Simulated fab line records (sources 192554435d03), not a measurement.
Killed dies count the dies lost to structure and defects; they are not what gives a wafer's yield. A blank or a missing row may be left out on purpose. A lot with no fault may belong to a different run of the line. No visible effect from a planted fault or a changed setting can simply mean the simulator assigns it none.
fab line records / flow n5_finfet
record: lots: 5 wafers: 15 last_day: 17
route steps=1938 shown BEOL_M4@1103 BEOL_M5@1112 PASSIVATION@1936
lots that met no fault: from a run of the same line without faults
start_h: hours from the record's first day to the start of the lot's first wafer shown / wait_h: how many hours have passed since the lot's step before this one / " same as the row above / L1.1+2: one row covering several wafers at once / - either no value or no given start / * or withheld: withheld / < > ~ a bound
route shown NAME@n: NAME is a module with steps in the file, n the number in the route of the first one / usual: the fault-free wafers' mean and standard deviation / same: alike in all rows / chamber/n: place in a boat / sites: each site's reading / _std_site: standard deviation across them / _edge_site: outer sites' mean less inner sites' / radius_mm: for every site, how far away it sits from the centre of the wafer / mask NAME#n: copy n / behind: the tool/chamber that last shaped the wafer / hold: why the lot was held/for how many hours/how that ended / device: the n, p or np transistor that did not switch / end of line: tests run on the same wafers once the route is complete / a step given without rows: its recipe and nothing more / killed: dies that structure and defects cost at the first sort, which is not the same as the wafer's yield / map: a wafer's dies, marking killed ones x, the rest . and places with no die _
set.NAME: the run value of the setting; set.NAME@STEP: its run value at that earlier step / model.NAME: the simulator's own value behind a step, which no gauge read
lots at some steps of the route; a table a step, a row a wafer
services: the hour from which a tool's chamber was out of use, counted from the record's first day as start_h (under 0 if before that day), plus the number of hours and why
== steps ==
step: N5_BEOL_M4_CMP_52
recipe: stop_on: SiOC t_overpolish_s: 6.8 down_force_psi: 1 platen_rpm: 50 clearing_platen_down_force_psi: 1.5 clearing_platen_rpm: 50 post_cmp_clean: cu_alkaline target_thk_nm: 40 clearing_platen_pad_velocity_m_s: 0.99484 pad_velocity_m_s: 0.99484
step: N5_BEOL_M4_PRE_CLEAN_60
recipe: gas: NH3/H2 time_s: 15 temp_c: * rf_power_w: 300
step: N5_BEOL_M4_CO_CAP_55
recipe: material: Co target_thk_a: 20 temp_c: 200 precursor: CCTBA/H2 pressure_torr: 30 time_s: 102.1
step: N5_BEOL_M4_PRE_CLEAN_56
recipe: gas: NH3 time_s: 15 temp_c: withheld rf_power_w: 300
step: N5_BEOL_M4_DEP_57
recipe: material: SiCN target_thk_a: 80 temp_c: withheld precursor: 3MS/NH3 pressure_torr: 3 rf_w: 202 time_s: 14
step: N5_BEOL_M5_ILD_DEP_00
recipe: material: SiCOH_lowk target_thk_a: 1406.4 temp_c: 300 precursor: DEMS/porogen pressure_torr: 5 rf_w: 500 time_s: 25.9
step: N5_BEOL_M5_CURE_79
recipe: temp_c: 385 time_s: 240 ambient: He/Ar material: SiCOH_lowk
step: N5_BEOL_M5_PECVD_70
recipe: material: SiO2 target_thk_a: 160 temp_c: 400 precursor: TEOS/O2 pressure_torr: 5.5 rf_w: 450 teos_flow_sccm: 53.8 gas: O2 flow_sccm: 3000 time_s: 18
usual: heater_power_outer_w: 422/48 heater_power_w: 715/84 showerhead_plenum_p_Torr: 8.77/0.067 throttle_valve_pct: 22.6/1.2
same: time_s: 18
lot.wafer=L639.2 tool=pecvd-03 chamber=1 start_h=170.88 wait_h=0.0 heater_power_outer_w=407 heater_power_w=743 showerhead_plenum_p_Torr=8.86 throttle_valve_pct=23.2
lot.wafer=L639.4 tool=pecvd-03 chamber=0 start_h=170.88 wait_h=0.0 heater_power_outer_w=454 heater_power_w=777 showerhead_plenum_p_Torr=8.77 throttle_valve_pct=23.2
lot.wafer=L639.6 tool=pecvd-03 chamber=1 start_h=170.88 wait_h=0.0 heater_power_outer_w=403 heater_power_w=746 showerhead_plenum_p_Torr=8.91 throttle_valve_pct=23.2
lot.wafer=L639.2 tool=pecvd-03 chamber=1 start_h=171.14 wait_h=0.2 heater_power_outer_w=410 heater_power_w=726 showerhead_plenum_p_Torr=8.88 throttle_valve_pct=23.5
lot.wafer=L639.4 tool=pecvd-03 chamber=0 start_h=171.14 wait_h=0.2 heater_power_outer_w=456 heater_power_w=747 showerhead_plenum_p_Torr=8.74 throttle_valve_pct=23.1
lot.wafer=L639.6 tool=pecvd-03 chamber=1 start_h=171.14 wait_h=0.2 heater_power_outer_w=427 heater_power_w=743 showerhead_plenum_p_Torr=8.86 throttle_valve_pct=23.4
lot.wafer=L644.1 tool=pecvd-03 chamber=1 start_h=205.91 wait_h=0.0 heater_power_outer_w=415 heater_power_w=738 showerhead_plenum_p_Torr=8.90 throttle_valve_pct=23.0
lot.wafer=L644.3 tool=pecvd-03 chamber=0 start_h=205.91 wait_h=0.0 heater_power_outer_w=422 heater_power_w=673 showerhead_plenum_p_Torr=8.72 throttle_valve_pct=23.2
lot.wafer=L644.6 tool=pecvd-03 chamber=0 start_h=205.91 wait_h=0.0 heater_power_outer_w=424 heater_power_w=673 showerhead_plenum_p_Torr=8.74 throttle_valve_pct=23.5
lot.wafer=L644.1 tool=pecvd-03 chamber=1 start_h=206.15 wait_h=0.2 heater_power_outer_w=402 heater_power_w=734 showerhead_plenum_p_Torr=8.87 throttle_valve_pct=23.2
lot.wafer=L644.3 tool=pecvd-03 chamber=0 start_h=206.15 wait_h=0.2 heater_power_outer_w=426 heater_power_w=691 showerhead_plenum_p_Torr=8.73 throttle_valve_pct=23.2
lot.wafer=L644.6 tool=pecvd-03 chamber=0 start_h=206.15 wait_h=0.2 heater_power_outer_w=399 heater_power_w=698 showerhead_plenum_p_Torr=8.74 throttle_valve_pct=23.1
lot.wafer=L647.1 tool=pecvd-01 chamber=1 start_h=221.59 wait_h=0.0 heater_power_outer_w=343 heater_power_w=522 showerhead_plenum_p_Torr=8.74 throttle_valve_pct=22.3
lot.wafer=L647.3 tool=pecvd-01 chamber=2 start_h=221.59 wait_h=0.0 heater_power_outer_w=386 heater_power_w=669 showerhead_plenum_p_Torr=8.70 throttle_valve_pct=22.1
lot.wafer=L647.4 tool=pecvd-01 chamber=2 start_h=221.59 wait_h=0.0 heater_power_outer_w=378 heater_power_w=672 showerhead_plenum_p_Torr=8.74 throttle_valve_pct=22.2
lot.wafer=L647.1 tool=pecvd-01 chamber=1 start_h=221.83 wait_h=0.2 heater_power_outer_w=342 heater_power_w=503 showerhead_plenum_p_Torr=8.73 throttle_valve_pct=22.2
lot.wafer=L647.3 tool=pecvd-01 chamber=2 start_h=221.83 wait_h=0.2 heater_power_outer_w=374 heater_power_w=683 showerhead_plenum_p_Torr=8.72 throttle_valve_pct=22.4
lot.wafer=L647.4 tool=pecvd-01 chamber=2 start_h=221.83 wait_h=0.2 heater_power_outer_w=373 heater_power_w=692 showerhead_plenum_p_Torr=8.72 throttle_valve_pct=22.4
lot.wafer=L653.1 tool=pecvd-01 chamber=0 start_h=266.44 wait_h=0.0 heater_power_outer_w=398 heater_power_w=672 showerhead_plenum_p_Torr=8.77 throttle_valve_pct=24.1
lot.wafer=L653.4 tool=pecvd-01 chamber=0 start_h=266.44 wait_h=0.0 heater_power_outer_w=405 heater_power_w=679 showerhead_plenum_p_Torr=8.77 throttle_valve_pct=24.4
lot.wafer=L653.5 tool=pecvd-01 chamber=2 start_h=266.44 wait_h=0.0 heater_power_outer_w=375 heater_power_w=676 showerhead_plenum_p_Torr=8.71 throttle_valve_pct=22.3
lot.wafer=L659.1 tool=pecvd-03 chamber=1 start_h=296.03 wait_h=0.0 heater_power_outer_w=370 heater_power_w=695 showerhead_plenum_p_Torr=8.88 throttle_valve_pct=23.2
lot.wafer=L659.4 tool=pecvd-03 chamber=2 start_h=296.03 wait_h=0.0 heater_power_outer_w=418 heater_power_w=748 showerhead_plenum_p_Torr=8.79 throttle_valve_pct=21.3
lot.wafer=L659.6 tool=pecvd-03 chamber=1 start_h=296.03 wait_h=0.0 heater_power_outer_w=382 heater_power_w=669 showerhead_plenum_p_Torr=8.86 throttle_valve_pct=23.2
step: N5_BEOL_M5_HM_DEP_02
recipe: material: TiN target_thk_a: 200 temp_c: 25 chamber_pressure_pa: 0.49996
step: N5_BEOL_M5_COAT_59
recipe: resist: SOC temp_c: 250 time_s: 60 spin_rpm: 1500 resist_thk_nm: 60
step: N5_BEOL_M5_COAT_60
recipe: resist: SiARC temp_c: 220 time_s: 60 spin_rpm: 1500 resist_thk_nm: 12
step: N5_BEOL_M5_COAT_71
recipe: resist: underlayer temp_c: 205 time_s: 60 spin_rpm: 1500 resist_thk_nm: 5
step: N5_BEOL_M5_COAT_05
recipe: resist: CAR-EUV spin_rpm: 1500 resist_thk_nm: 30
step: N5_BEOL_M5_EBR_07
recipe: solvent: PGMEA ebr_width_mm: 1.5
step: N5_BEOL_M5_SOFTBAKE_06
recipe: temp_c: 110 time_s: 60 resist: CAR-EUV
step: N5_BEOL_M5_EXPOSE_08
recipe: mask_id: M5 na: 0.33 source_shape: annular sigma_inner: 0.4 sigma_outer: 0.8 polarization: unpolarized target_cd_nm: 28 dose_mj: 35.75
step: N5_BEOL_M5_PEB_09
recipe: peb_temp_c: 100 peb_time_s: 60 resist: CAR-EUV
step: N5_BEOL_M5_DEVELOP_10
recipe: develop_time_s: 30 developer: TMAH resist: CAR-EUV rinse_liquid: surfactant_rinse dry: air_spin dev_temp_c: 23
step: N5_BEOL_M5_DESCUM_16
recipe: chemistry: O2 time_s: 7 source_power_w: 50 bias_power_w: 20 pressure_mtorr: 20 rf_frequency_hz: 2.712e+07 temp_c: 40 resist: CAR-EUV o2_flow_sccm: 225
step: N5_BEOL_M5_ETCH_72
recipe: chemistry: N2/H2 target: underlayer target_depth_a: 65 mask_material: CAR-EUV time_s: 5.2 ion_energy_ev: 200 pressure_mtorr: 30 source_w: 840 bias_w: 150 n2_flow_sccm: 200 h2_flow_sccm: 200 ends: cleared
step: N5_BEOL_M5_ETCH_61
recipe: chemistry: CF4 target: SiARC target_depth_a: 156 mask_material: CAR-EUV time_s: 26 ion_energy_ev: 80 pressure_mtorr: 40 source_w: 545 bias_w: 36 Ar_flow_sccm: 100 cf4_flow_sccm: 100 ends: cleared
step: N5_BEOL_M5_ETCH_62
recipe: chemistry: N2/H2 target: SOC target_depth_a: 750 overetch_a: 150 mask_material: SiARC temp_c: 40 time_s: 112.5 ion_energy_ev: 200 pressure_mtorr: 30 source_w: 840 bias_w: 150 n2_flow_sccm: 200 h2_flow_sccm: 200
step: N5_BEOL_M5_STRIP_63
recipe: chemistry: N2/H2 temp_c: 40 n2_flow_sccm: 200 h2_flow_sccm: 200 rf_frequency_hz: 6e+07
step: N5_BEOL_M5_STRIP_73
recipe: chemistry: N2/H2 temp_c: 40 n2_flow_sccm: 200 h2_flow_sccm: 200 rf_frequency_hz: 6e+07
step: N5_BEOL_M5_STRIP_64
recipe: chemistry: CF4 resist: SiARC power_w: 300 bias_power_w: 75 pressure_mtorr: 50 cf4_flow_sccm: 150 rf_frequency_hz: 6e+07
step: N5_BEOL_M5_HM_OPEN_17
recipe: chemistry: Cl2/BCl3 target_depth_a: 200 overetch_a: 60 target: TiN mask_material: SOC ion_energy_ev: 150 pressure_mtorr: 10 icp_w: 1000 bias_w: 126 Cl2_flow_sccm: 53.25 bcl3_flow_sccm: 21.75 Ar_flow_sccm: 25
step: N5_BEOL_M5_STRIP_19
recipe: chemistry: O2 power_w: 400 temp_c: 40 pressure_mtorr: 30 rf_frequency_hz: 6e+07 bias_power_w: 0 overash_fraction: 0.2 o2_flow_sccm: 225
step: N5_BEOL_M5_COAT_65
recipe: resist: SOC temp_c: 250 time_s: 60 spin_rpm: 1500 resist_thk_nm: 60
step: N5_BEOL_M5_COAT_66
recipe: resist: SiARC temp_c: 220 time_s: 60 spin_rpm: 1500 resist_thk_nm: 12
step: N5_BEOL_M5_COAT_74
recipe: resist: underlayer temp_c: 205 time_s: 60 spin_rpm: 1500 resist_thk_nm: 5
step: N5_BEOL_M5_COAT_22
recipe: resist: CAR-EUV spin_rpm: 1500 resist_thk_nm: 30
step: N5_BEOL_M5_EBR_24
recipe: solvent: PGMEA ebr_width_mm: 1.5
step: N5_BEOL_M5_SOFTBAKE_23
recipe: temp_c: 110 time_s: 60 resist: CAR-EUV
step: N5_BEOL_M5_HM_STRIP_39
recipe: chemistry: peroxide_tin_strip material: TiN target_depth_a: 250 temp_c: 50 time_s: 158
same: time_s: 158
lot.wafer=L639.2 tool=wet_bench-02 chamber=7 start_h=175.00 wait_h=0.0 model.SiO2_of_BEOL_M5_PECVD_70.thk_nm=31.4
lot.wafer=L639.4 tool=wet_bench-02 chamber=5 start_h=175.00 wait_h=0.0 model.SiO2_of_BEOL_M5_PECVD_70.thk_nm=32.2
lot.wafer=L639.6 tool=wet_bench-02 chamber=4 start_h=175.00 wait_h=0.0 model.SiO2_of_BEOL_M5_PECVD_70.thk_nm=32.4
lot.wafer=L644.1+3 tool=wet_bench-03 chamber=0,4 start_h=209.08 wait_h=0.0 model.SiO2_of_BEOL_M5_PECVD_70.thk_nm=31.8
lot.wafer=L644.6 tool=wet_bench-03 chamber=1 start_h=209.08 wait_h=0.0 model.SiO2_of_BEOL_M5_PECVD_70.thk_nm=32
lot.wafer=L647.1 tool=wet_bench-03 chamber=1 start_h=224.83 wait_h=0.0 model.SiO2_of_BEOL_M5_PECVD_70.thk_nm=32.2
lot.wafer=L647.3 tool=wet_bench-03 chamber=3 start_h=224.83 wait_h=0.0 model.SiO2_of_BEOL_M5_PECVD_70.thk_nm=32
lot.wafer=L647.4 tool=wet_bench-03 chamber=4 start_h=224.83 wait_h=0.0 model.SiO2_of_BEOL_M5_PECVD_70.thk_nm=32.4
lot.wafer=L653.1+4 tool=wet_bench-03 chamber=0,7 start_h=272.09 wait_h=0.0 model.SiO2_of_BEOL_M5_PECVD_70.thk_nm=15.8
lot.wafer=L653.5 tool=wet_bench-03 chamber=1 start_h=272.09 wait_h=0.0 model.SiO2_of_BEOL_M5_PECVD_70.thk_nm=16
lot.wafer=L659.1 tool=wet_bench-01 chamber=1 start_h=300.32 wait_h=0.0 model.SiO2_of_BEOL_M5_PECVD_70.thk_nm=15.8
lot.wafer=L659.4 tool=wet_bench-01 chamber=6 start_h=300.32 wait_h=0.0 model.SiO2_of_BEOL_M5_PECVD_70.thk_nm=15.4
lot.wafer=L659.6 tool=wet_bench-01 chamber=7 start_h=300.32 wait_h=0.0 model.SiO2_of_BEOL_M5_PECVD_70.thk_nm=16
step: N5_BEOL_M5_CMP_52
recipe: stop_on: SiCOH_lowk t_overpolish_s: 6.9 down_force_psi: 1 platen_rpm: 50 clearing_platen_down_force_psi: 1.5 clearing_platen_rpm: 50 post_cmp_clean: cu_alkaline target_thk_nm: 62 clearing_platen_pad_velocity_m_s: 0.99484 pad_velocity_m_s: 0.99484
usual: barrier_field_endpoint_s: 24.2/0.56 motor_current_A: 6.1/0.7 overpolish_run_s: 6.898/0.0097 platen_rpm: 50.00/0.033 slurry_filter_dp_kPa: 13.48/0.13 time_to_endpoint_s: 60.0/2.7
lot.wafer=L639.2 tool=cmp-03 chamber=2 start_h=185.68 wait_h=0.2 barrier_field_endpoint_s=41.2 motor_current_A=6.4 overpolish_run_s=0.048 platen_rpm=49.94 slurry_filter_dp_kPa=13.28 time_to_endpoint_s=62.4
lot.wafer=L639.4 tool=cmp-03 chamber=3 start_h=185.68 wait_h=0.2 barrier_field_endpoint_s=41.1 motor_current_A=7.2 overpolish_run_s=0.045 platen_rpm=49.99 slurry_filter_dp_kPa=13.73 time_to_endpoint_s=58.5
lot.wafer=L639.6 tool=cmp-03 chamber=3 start_h=185.68 wait_h=0.2 barrier_field_endpoint_s=41.1 motor_current_A=7.0 overpolish_run_s=0.043 platen_rpm=50.02 slurry_filter_dp_kPa=13.51 time_to_endpoint_s=57.2
lot.wafer=L644.1 tool=cmp-04 chamber=0 start_h=216.01 wait_h=0.3 barrier_field_endpoint_s=41.2 motor_current_A=5.5 overpolish_run_s=0.033 platen_rpm=50.04 slurry_filter_dp_kPa=13.45 time_to_endpoint_s=63.6
lot.wafer=L644.3 tool=cmp-04 chamber=1 start_h=216.01 wait_h=0.3 barrier_field_endpoint_s=41.1 motor_current_A=7.1 overpolish_run_s=0.035 platen_rpm=49.98 slurry_filter_dp_kPa=13.51 time_to_endpoint_s=58.8
lot.wafer=L644.6 tool=cmp-04 chamber=3 start_h=216.01 wait_h=0.3 barrier_field_endpoint_s=41.1 motor_current_A=4.5 overpolish_run_s=0.029 platen_rpm=49.99 slurry_filter_dp_kPa=13.53 time_to_endpoint_s=58.9
lot.wafer=L647.1 tool=cmp-04 chamber=2 start_h=231.97 wait_h=0.3 barrier_field_endpoint_s=41.1 motor_current_A=6.7 overpolish_run_s=0.036 platen_rpm=49.99 slurry_filter_dp_kPa=13.33 time_to_endpoint_s=62.3
lot.wafer=L647.4 tool=cmp-04 chamber=3 start_h=231.97 wait_h=0.3 barrier_field_endpoint_s=41.1 motor_current_A=4.6 overpolish_run_s=0.037 platen_rpm=50.03 slurry_filter_dp_kPa=13.39 time_to_endpoint_s=61.3
lot.wafer=L647.3 tool=cmp-04 chamber=0 start_h=231.97 wait_h=0.3 barrier_field_endpoint_s=41.1 motor_current_A=5.4 overpolish_run_s=0.033 platen_rpm=49.97 slurry_filter_dp_kPa=13.52 time_to_endpoint_s=63.3
lot.wafer=L653.1 tool=cmp-03 chamber=1 start_h=278.12 wait_h=0.3 barrier_field_endpoint_s=25.1 motor_current_A=5.9 overpolish_run_s=6.892 platen_rpm=50.00 slurry_filter_dp_kPa=13.55 time_to_endpoint_s=59.8
lot.wafer=L653.4 tool=cmp-03 chamber=2 start_h=278.12 wait_h=0.3 barrier_field_endpoint_s=25.1 motor_current_A=6.6 overpolish_run_s=6.894 platen_rpm=50.01 slurry_filter_dp_kPa=13.57 time_to_endpoint_s=63.3
lot.wafer=L653.5 tool=cmp-03 chamber=0 start_h=278.12 wait_h=0.3 barrier_field_endpoint_s=24.9 motor_current_A=7.0 overpolish_run_s=6.902 platen_rpm=49.99 slurry_filter_dp_kPa=13.52 time_to_endpoint_s=59.0
lot.wafer=L659.1 tool=cmp-02 chamber=3 start_h=308.03 wait_h=0.4 barrier_field_endpoint_s=23.9 motor_current_A=5.7 overpolish_run_s=6.887 platen_rpm=50.00 slurry_filter_dp_kPa=13.51 time_to_endpoint_s=60.2
lot.wafer=L659.4 tool=cmp-02 chamber=0 start_h=308.03 wait_h=0.4 barrier_field_endpoint_s=23.8 motor_current_A=5.3 overpolish_run_s=6.911 platen_rpm=49.97 slurry_filter_dp_kPa=13.52 time_to_endpoint_s=59.0
lot.wafer=L659.6 tool=cmp-02 chamber=2 start_h=308.03 wait_h=0.4 barrier_field_endpoint_s=23.9 motor_current_A=6.0 overpolish_run_s=6.900 platen_rpm=50.03 slurry_filter_dp_kPa=13.38 time_to_endpoint_s=56.7
step: N5_PASSIVATION_PROBE_49
usual: defect_limited_yield: 91.0/1.3 killed_at_M0_to_M3: 36/9.5 killed_at_M4_up: 14/5.6 killed_at_contacts: 12/6.4 killed_at_front_end: 40/10 killed_at_other: 3.2/3 killed_dies: 107/15 killed_open: 69/12 killed_short: 35/7.7 sort_bin_5_function: 5.3/0.91 sort_bin_6_memory: 3.3/0.65 sort_bin_8_speed: 0.00/0.012 sort_n_pass: 1073/15 sort_yield_pct: 91.0/1.3
same: gross_dies: 1180 killed_at_back_side: 0 sort_bin_4_leakage[%]: 0
lot.wafer=L647.3 tool=prober-02 chamber=- start_h=333.07 wait_h=0.6 defect_limited_yield[%]=92.0 killed_at_M0_to_M3=34 killed_at_M4_up=23 killed_at_contacts=11 killed_at_front_end=24 killed_at_other=2 killed_dies=94 killed_open=57 killed_short=33 sort_bin_5_function[%]=4.3 sort_bin_6_memory[%]=3.3 sort_bin_8_speed[%]=0 sort_n_pass=1086 sort_yield_pct[%]=92.0
killed by level:class
L647.3 MOL_CONTACT_COAG:geometric_particle:open=8 BEOL_M3:geometric_particle:open=8 BEOL_M5:geometric_particle:open=7 BEOL_M0_SAQP:geometric_particle:short=6 BEOL_M0_SAQP:geometric_particle:open=6 BEOL_M1:geometric_particle:open=6 STI_FIN_REVEAL:geometric_particle:open=5 STARTING-WAFER:geometric_particle:open=4
== services ==
tool=cmp-04 chamber=- start_h=159.73 hours=1.9 kind=repair
tool=pecvd-01 chamber=1 start_h=178.04 hours=5.5 kind=scheduled_down
tool=pecvd-03 chamber=1 start_h=181.93 hours=7.5 kind=repair
tool=cmp-02 chamber=- start_h=199.17 hours=2.7 kind=repair
tool=pecvd-01 chamber=0 start_h=212.78 hours=2.1 kind=scheduled_down
tool=pecvd-03 chamber=0 start_h=215.13 hours=5.5 kind=scheduled_down
tool=cmp-03 chamber=- start_h=222.36 hours=9.7 kind=pm
tool=cmp-04 chamber=- start_h=233.51 hours=0.4 kind=repair
tool=cmp-03 chamber=- start_h=234.65 hours=6.3 kind=repair
tool=cmp-04 chamber=- start_h=239.57 hours=4.0 kind=pm
tool=cmp-03 chamber=- start_h=242.27 hours=2.7 kind=repair
tool=cmp-04 chamber=- start_h=243.57 hours=- kind=consumable_replace:conditioner
tool=cmp-04 chamber=- start_h=243.57 hours=- kind=consumable_replace:pad
tool=cmp-02 chamber=- start_h=243.57 hours=6.4 kind=pm
tool=cmp-04 chamber=- start_h=265.77 hours=0.9 kind=repair
tool=cmp-02 chamber=- start_h=280.02 hours=0.6 kind=repair
tool=cmp-03 chamber=- start_h=294.90 hours=1.3 kind=repair
tool=pecvd-03 chamber=0 start_h=300.29 hours=4.7 kind=repair
== key ==
first_sign: step: N5_BEOL_M5_PECVD_70 reading: visit direction: added
effect: step: N5_BEOL_M5_CMP_52 reading: overpolish_run_s direction: down sigmas: 99+ usual: 6.898 struck: 0.038
model_effect: step: N5_BEOL_M5_HM_STRIP_39 value: SiO2_of_BEOL_M5_PECVD_70.thk_nm without: 15.87 struck: 32.02
met_at N5_BEOL_M5_PECVD_70
struck_wafers L639.2,L639.4,L639.6,L644.1,L644.3,L644.6,L647.1,L647.3,L647.4
fault: kind: repeated_step_whole tool: pecvd-01,pecvd-02,pecvd-03 chamber: - onset_h: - steps: N5_BEOL_M5_PECVD_70 times: 1 scope: struck_lots_only
